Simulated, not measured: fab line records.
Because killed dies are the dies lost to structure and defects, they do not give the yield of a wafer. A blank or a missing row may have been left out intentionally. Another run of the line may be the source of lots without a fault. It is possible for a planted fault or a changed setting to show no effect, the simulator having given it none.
fab line records ; flow n5Finfet
record: lots: 10; wafers: 30; lastDay: 17
route steps=1938 shown MIM_TOP_LITHO@1847 PASSIVATION@1901
lots that met no fault: taken from a fault-free run of the same line
startH: hours from the record's first day to the start of the lot's first wafer shown ; waitH: time in hours since the lot's previous step ; " repeats the value in the row above ; L1.1+2: a single row standing in for several wafers ; - value missing, or start not given ; * or withheld: withheld ; < > ~ a bound
route shown NAME@n: names a module that has steps shown in the file, with the first one's number in the route ; usual: mean/standard deviation taken from wafers without a fault ; same: alike in all rows ; chamber/n: place in a boat ; sites: per-site readings ; _std_site: standard deviation across them ; _edge_site: mean of outer sites minus mean of inner sites ; radiusMm: how far each site lies from the wafer's centre ; mask NAME#n: copy n ; behind: the tool/chamber that last shaped the wafer ; hold: reason for holding the lot/hours on hold/outcome of the hold ; device: whichever transistor did not switch (one of n, p or np) ; end of line: the tests these same wafers got at the end of their route ; a step given without rows: its recipe and nothing more ; killed: dies lost to structure and defects at the first sort, not the wafer's yield ; map: per-die view of a wafer (x killed, . not killed, _ where there is no die)
set.NAME: the run value of the setting; set.NAME@STEP: its run value at that earlier step ; model.NAME: the simulator's own value behind a step, which no gauge read
route steps across a sampled set of lots; one table per step, one row per wafer
services: from which hour (startH, from the record's first day; less than 0 if before it) a tool's chamber was out of use, for how many hours, and why
== steps ==
step: N5_MIM_TOP_LITHO_CD_MEAS_08
recipe: targetCdNm: 2000; landingEnergyEv: 500; detector: seInlens
usual: cdNm: 1999.8/1.2
lot.wafer;tool;chamber;startH;waitH;cdNm
L741.1;cdSem-03;0;284.30;-;1998.5
L741.3;cdSem-03;0;284.30;-;2000.3
L741.4;cdSem-03;0;284.30;-;1998.2
L743.1;cdSem-02;0;294.51;-;1999.1
L743.4;cdSem-02;0;294.51;-;2000.4
L743.5;cdSem-02;0;294.51;-;1998.5
L746.1;cdSem-01;0;308.44;-;1999.1
L746.2;cdSem-01;0;308.44;-;1997.0
L746.5;cdSem-01;0;308.44;-;1998.5
L747.1;cdSem-02;0;315.83;-;1999.9
L747.5;cdSem-02;0;315.83;-;1999.1
L747.6;cdSem-02;0;315.83;-;1999.8
L749.2;cdSem-01;0;331.46;-;1998.1
L749.4;cdSem-01;0;331.46;-;2000.9
L749.5;cdSem-01;0;331.46;-;2000.0
L757.2;cdSem-01;0;374.82;-;2000.0
L757.3;cdSem-01;0;374.82;-;2001.5
L757.5;cdSem-01;0;374.82;-;2000.2
L756.2;cdSem-02;0;375.06;-;1999.1
L756.4;cdSem-02;0;375.06;-;2000.6
L756.6;cdSem-02;0;375.06;-;2002.0
L759.1;cdSem-02;0;389.60;-;1999.8
L759.3;cdSem-02;0;389.60;-;2001.3
L759.4;cdSem-02;0;389.60;-;1997.8
L761.3;cdSem-03;0;404.43;-;2000.9
L761.4;cdSem-03;0;404.43;-;2000.4
L761.5;cdSem-03;0;404.43;-;2002.6
L760.2;cdSem-01;0;406.37;-;1997.4
L760.3;cdSem-01;0;406.37;-;2000.3
L760.4;cdSem-01;0;406.37;-;1998.2
step: N5_MIM_TOP_LITHO_DESCUM_10
recipe: chemistry: O2; timeS: 7.9; sourcePowerW: 50; biasPowerW: 20; pressureMtorr: 20; rfFrequencyHz: 2.712e+07; tempC: 40; o2FlowSccm: 225
usual: drypumpMotorCurrentA: 5.7/0.45; oesProductAu: 0.82/0.089; rfVppV: 243.7/1.5; showerheadPlenumPTorr: 2.13/0.074; throttleValvePct: 20.44/0.23
lot.wafer;tool;chamber;startH;waitH;drypumpMotorCurrentA;oesProductAu;rfHoursCounterH;rfVppV;showerheadPlenumPTorr;throttleValvePct
L741.1;rieDiel-06;2;284.39;0.0;5.1;0.69;228;241.2;1.99;20.91
L741.3;rieDiel-06;0;284.39;0.0;5.8;0.93;6;241.5;2.06;20.54
L741.4;rieDiel-06;1;284.39;0.0;5.9;0.90;42;245.0;2.21;20.61
L743.1;rieDiel-02;2;294.60;0.0;5.9;0.69;234;244.1;2.16;20.47
L743.4;rieDiel-02;3;294.60;0.0;5.8;0.92;19;241.8;2.05;20.12
L743.5;rieDiel-02;1;294.60;0.0;6.6;0.77;-;243.9;2.20;20.24
L746.1;rieDiel-05;3;308.53;0.0;4.8;0.65;243;243.8;2.14;20.45
L746.2;rieDiel-05;1;308.53;0.0;5.2;0.77;122;242.0;2.10;20.76
L746.5;rieDiel-05;3;308.53;0.0;4.8;0.66;-;244.6;2.14;20.46
L747.1;rieDiel-02;3;315.92;0.0;5.8;0.91;27;243.4;2.05;20.15
L747.5;rieDiel-02;2;315.92;0.0;5.9;0.68;-;243.4;2.16;20.48
L747.6;rieDiel-02;1;315.92;0.0;6.6;0.76;-;244.6;2.20;20.25
L749.2;rieDiel-06;2;331.98;0.5;5.1;0.68;246;239.4;1.98;20.93
L749.4;rieDiel-06;1;331.98;0.5;5.9;0.86;61;245.9;2.20;20.63
L749.5;rieDiel-06;1;331.98;0.5;5.9;0.85;-;245.0;2.20;20.64
L757.2;rieDiel-02;1;374.97;0.1;6.5;0.75;151;244.8;2.19;20.31
L757.3;rieDiel-02;0;374.97;0.1;6.4;0.68;248;242.6;2.06;20.33
L757.5;rieDiel-02;2;374.97;0.1;5.9;0.99;-;244.0;2.15;20.12
L756.2;rieDiel-05;3;375.15;0.0;4.8;0.96;12;245.2;2.13;20.18
L756.4;rieDiel-05;2;375.15;0.0;5.5;0.80;85;244.6;2.21;20.39
L756.6;rieDiel-05;2;375.15;0.0;5.5;0.80;-;243.6;2.21;20.37
L759.1;rieDiel-06;3;389.69;0.0;5.8;0.79;114;244.6;2.19;20.33
L759.3;rieDiel-06;1;389.69;0.0;5.9;0.84;85;243.4;2.19;20.66
L759.4;rieDiel-06;0;389.69;0.0;5.8;0.85;48;243.9;2.05;20.60
L761.3;rieDiel-05;2;404.53;0.0;5.5;0.80;98;244.0;2.20;20.39
L761.4;rieDiel-05;1;404.53;0.0;5.2;0.74;161;243.2;2.09;20.84
L761.5;rieDiel-05;1;404.53;0.0;5.2;0.75;-;243.1;2.09;20.83
L760.2;rieDiel-06;2;406.47;0.0;5.1;0.95;10;244.6;2.24;20.56
L760.3;rieDiel-06;1;406.47;0.0;5.9;0.83;92;244.5;2.19;20.69
L760.4;rieDiel-06;3;406.47;0.0;5.7;0.79;121;246.3;2.18;20.35
step: N5_PASSIVATION_EXPOSE_27
recipe: maskId: PAD; na: 0.55; sourceShape: conventional; sigmaOuter: 0.8; polarization: unpolarized; defocusNm: 0; doseMj: 32.3
usual: exposureDoseMJCm2: 32.295/0.028; focusOffsetNm: 0.0/0.49
lot.wafer;tool;chamber;startH;waitH;mask;exposureDoseMJCm2;focusOffsetNm
L741.1;krfScanner-01;0;289.04;-;PAD#0;32.290;-0.6
L741.3;krfScanner-01;0;289.04;-;PAD#0;32.293;-0.5
L741.4;krfScanner-01;0;289.04;-;PAD#0;32.325;-0.2
L743.1;krfScanner-02;0;299.83;-;PAD#0;32.307;-0.5
L743.4;krfScanner-02;0;299.83;-;PAD#0;32.305;-0.2
L743.5;krfScanner-02;0;299.83;-;PAD#0;32.308;-0.3
L746.1;krfScanner-02;0;312.62;-;PAD#0;32.340;0.6
L746.2;krfScanner-02;0;312.62;-;PAD#0;32.359;0.6
L746.5;krfScanner-02;0;312.62;-;PAD#0;32.327;0.3
L747.1;krfScanner-01;0;320.29;-;PAD#0;32.280;0.2
L747.5;krfScanner-01;0;320.29;-;PAD#0;32.283;0.4
L747.6;krfScanner-01;0;320.29;-;PAD#0;32.320;0.3
L749.2;krfScanner-02;0;337.89;-;PAD#0;32.318;-0.2
L749.4;krfScanner-02;0;337.89;-;PAD#0;32.268;0.7
L749.5;krfScanner-02;0;337.89;-;PAD#0;32.275;-0.4
L756.2;krfScanner-02;0;379.79;-;PAD#0;33.470;-0.3
L756.4;krfScanner-02;0;379.79;-;PAD#0;33.474;-0.4
L756.6;krfScanner-02;0;379.79;-;PAD#0;33.469;-0.5
L757.2;krfScanner-02;0;380.10;-;PAD#0;33.516;-0.3
L757.3;krfScanner-02;0;380.10;-;PAD#0;33.504;0.6
L757.5;krfScanner-02;0;380.10;-;PAD#0;33.521;0.7
L759.1;krfScanner-01;0;394.07;-;PAD#0;32.310;-0.7
L759.3;krfScanner-01;0;394.07;-;PAD#0;32.302;-0.3
L759.4;krfScanner-01;0;394.07;-;PAD#0;32.276;0.5
L761.3;krfScanner-01;0;410.59;-;PAD#0;32.283;-0.9
L761.4;krfScanner-01;0;410.59;-;PAD#0;32.271;-0.2
L761.5;krfScanner-01;0;410.59;-;PAD#0;32.280;-0.4
L760.2;krfScanner-01;0;411.31;-;PAD#0;32.323;-0.3
L760.3;krfScanner-01;0;411.31;-;PAD#0;32.289;-0.3
L760.4;krfScanner-01;0;411.31;-;PAD#0;32.335;-1.0
step: N5_PASSIVATION_CD_MEAS_30
recipe: targetCdNm: 4000; landingEnergyEv: 500; detector: seInlens; polarity: opening
usual: cdNm: 3999.8/1.5
lot.wafer;tool;chamber;startH;waitH;cdNm
L741.1;cdSem-01;0;289.22;-;4000.7
L741.3;cdSem-01;0;289.22;-;3999.5
L741.4;cdSem-01;0;289.22;-;4003.1
L743.1;cdSem-01;0;300.01;-;3999.7
L743.4;cdSem-01;0;300.01;-;3997.4
L743.5;cdSem-01;0;300.01;-;4000.1
L746.1;cdSem-03;0;312.80;-;3997.5
L746.2;cdSem-03;0;312.80;-;3999.1
L746.5;cdSem-03;0;312.80;-;3996.9
L747.1;cdSem-02;0;320.47;-;4002.6
L747.5;cdSem-02;0;320.47;-;4000.2
L747.6;cdSem-02;0;320.47;-;4001.5
L749.2;cdSem-03;0;338.06;-;3998.8
L749.4;cdSem-03;0;338.06;-;3998.5
L749.5;cdSem-03;0;338.06;-;4000.3
L756.2;cdSem-02;0;379.96;-;4007.4
L756.4;cdSem-02;0;379.96;-;4008.2
L756.6;cdSem-02;0;379.96;-;4007.8
L757.2;cdSem-03;0;380.27;-;4006.0
L757.3;cdSem-03;0;380.27;-;4005.8
L757.5;cdSem-03;0;380.27;-;4006.5
L759.1;cdSem-03;0;394.25;-;3999.4
L759.3;cdSem-03;0;394.25;-;4000.7
L759.4;cdSem-03;0;394.25;-;4001.6
L761.3;cdSem-03;0;410.76;-;4002.2
L761.4;cdSem-03;0;410.76;-;4002.5
L761.5;cdSem-03;0;410.76;-;4002.5
L760.2;cdSem-02;0;411.48;-;3998.3
L760.3;cdSem-02;0;411.48;-;3999.4
L760.4;cdSem-02;0;411.48;-;3997.2
step: N5_PASSIVATION_ETCH_59
recipe: chemistry: Cl2/BCl3; target: TaN; targetDepthA: 650; timeS: 34.9; ionEnergyEv: 100; pressureMtorr: 10; icpW: 900; biasW: 100; Cl2_flow_sccm: 60; bcl3FlowSccm: 30
usual: biasW: 99.94/0.27; drypumpMotorCurrentA: 5.81/0.27; oesProductAu: 0.81/0.087; throttleValvePct: 21.07/0.1
lot.wafer;tool;chamber;startH;waitH;biasW;drypumpMotorCurrentA;oesProductAu;rfHoursCounterH;throttleValvePct
L741.1;rieMetal-03;0;289.79;0.3;99.90;5.96;0.67;88;20.94
L741.3;rieMetal-03;1;289.79;0.3;100.23;5.82;0.94;-;21.20
L741.4;rieMetal-03;0;289.79;0.3;100.02;6.00;0.68;-;20.95
L743.1;rieMetal-01;1;300.59;0.3;99.66;6.33;0.72;59;21.05
L743.4;rieMetal-01;1;300.59;0.3;99.65;6.29;0.72;-;21.07
L743.5;rieMetal-01;0;300.59;0.3;99.81;5.73;0.91;-;20.95
L746.1;rieMetal-01;0;313.83;0.7;100.35;5.72;0.87;19;20.99
L746.2;rieMetal-01;0;313.83;0.7;99.97;5.71;0.88;-;21.01
L746.5;rieMetal-01;0;313.83;0.7;99.91;5.71;0.88;-;20.99
L747.1;rieMetal-02;1;321.05;0.3;100.05;5.58;0.72;63;21.11
L747.5;rieMetal-02;1;321.05;0.3;100.00;5.55;0.72;-;21.12
L747.6;rieMetal-02;0;321.05;0.3;100.01;5.41;0.85;-;21.25
L749.2;rieMetal-01;0;339.13;0.6;99.99;5.74;0.86;-;20.98
L749.4;rieMetal-01;0;339.13;0.6;99.64;5.74;0.86;-;20.99
L749.5;rieMetal-01;0;339.13;0.6;100.63;5.74;0.86;-;20.98
L756.2;rieMetal-02;0;380.54;0.3;99.61;5.38;0.83;33;21.28
L756.4;rieMetal-02;1;380.54;0.3;99.65;5.50;0.71;-;21.13
L756.6;rieMetal-02;0;380.54;0.3;99.70;5.38;0.83;-;21.27
L757.2;rieMetal-01;1;380.87;0.3;99.89;6.33;0.72;63;21.07
L757.3;rieMetal-01;0;380.87;0.3;100.26;5.72;0.84;-;20.99
L757.5;rieMetal-01;0;380.87;0.3;100.24;5.69;0.85;-;20.99
L759.1;rieMetal-01;1;394.82;0.3;99.77;6.34;0.71;64;21.08
L759.3;rieMetal-01;1;394.82;0.3;99.90;6.35;0.70;-;21.07
L759.4;rieMetal-01;0;394.82;0.3;100.00;5.71;0.83;-;21.04
L761.3;rieMetal-01;1;411.43;0.2;99.55;6.35;0.71;-;21.07
L761.4;rieMetal-01;0;411.43;0.2;100.06;5.74;0.84;-;21.02
L761.5;rieMetal-01;0;411.43;0.2;99.99;5.74;0.83;-;20.98
L760.2;rieMetal-03;1;412.48;0.6;100.20;5.84;0.87;-;21.21
L760.3;rieMetal-03;1;412.48;0.6;100.29;5.81;0.87;-;21.22
L760.4;rieMetal-03;1;412.48;0.6;100.36;5.80;0.87;-;21.22
== services ==
tool;chamber;startH;hours;kind
krfScanner-02;0;269.89;-;calibration
krfScanner-01;-;301.17;0.5;repair
rieMetal-01;1;302.94;43.3;repair
rieDiel-05;0;304.59;5.7;repair
rieDiel-06;3;310.47;18.0;repair
krfScanner-02;-;320.11;0.8;pm
krfScanner-01;-;335.24;4.0;pm
rieDiel-06;2;342.28;-;clean
rieDiel-06;2;342.28;-;consumableReplace:focusRing
rieDiel-06;2;342.28;-;consumableReplace:showerhead
krfScanner-01;0;344.57;-;calibration
krfScanner-02;-;359.05;1.3;pm
krfScanner-02;-;361.65;1.0;pm
krfScanner-01;-;363.57;1.3;repair
krfScanner-02;-;373.34;0.3;repair
rieMetal-03;-;373.53;2.8;pm
krfScanner-01;-;375.49;1.0;pm
krfScanner-01;-;379.55;0.5;repair
rieDiel-06;2;382.78;5.8;repair
rieDiel-05;0;383.06;16.6;repair
krfScanner-02;-;384.79;0.6;repair
rieMetal-01;-;388.84;0.7;repair
krfScanner-01;-;401.62;0.6;repair
rieDiel-02;0;404.97;10.5;repair
== key ==
firstSign: step: N5_PASSIVATION_EXPOSE_27; reading: exposureDoseMJCm2; direction: up; sigmas: 42; usual: 32.295; struck: 33.492
effect: step: N5_PASSIVATION_CD_MEAS_30; reading: cdNm; direction: up; sigmas: 4.8; usual: 3999.8; struck: 4007.0
metAt N5_PASSIVATION_EXPOSE_27
struckLots L756,L757
notActingAt N5_MIM_TOP_LITHO_CD_MEAS_08,N5_MIM_TOP_LITHO_DESCUM_10,N5_PASSIVATION_ETCH_59
onsetBetween 337.89 379.79
earlierFault: kind: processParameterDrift; tool: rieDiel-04; chamber: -; onsetH: 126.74; steps: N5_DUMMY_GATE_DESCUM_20; channel: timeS; offset: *; shape: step; actsIn: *; stated: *
fault: kind: processParameterDrift; tool: krfScanner-02; chamber: -; onsetH: 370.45; steps: N5_PASSIVATION_EXPOSE_27; channel: doseMj; offset: 1.1994; shape: step; actsIn: theseRecipesOnly; stated: 32.3
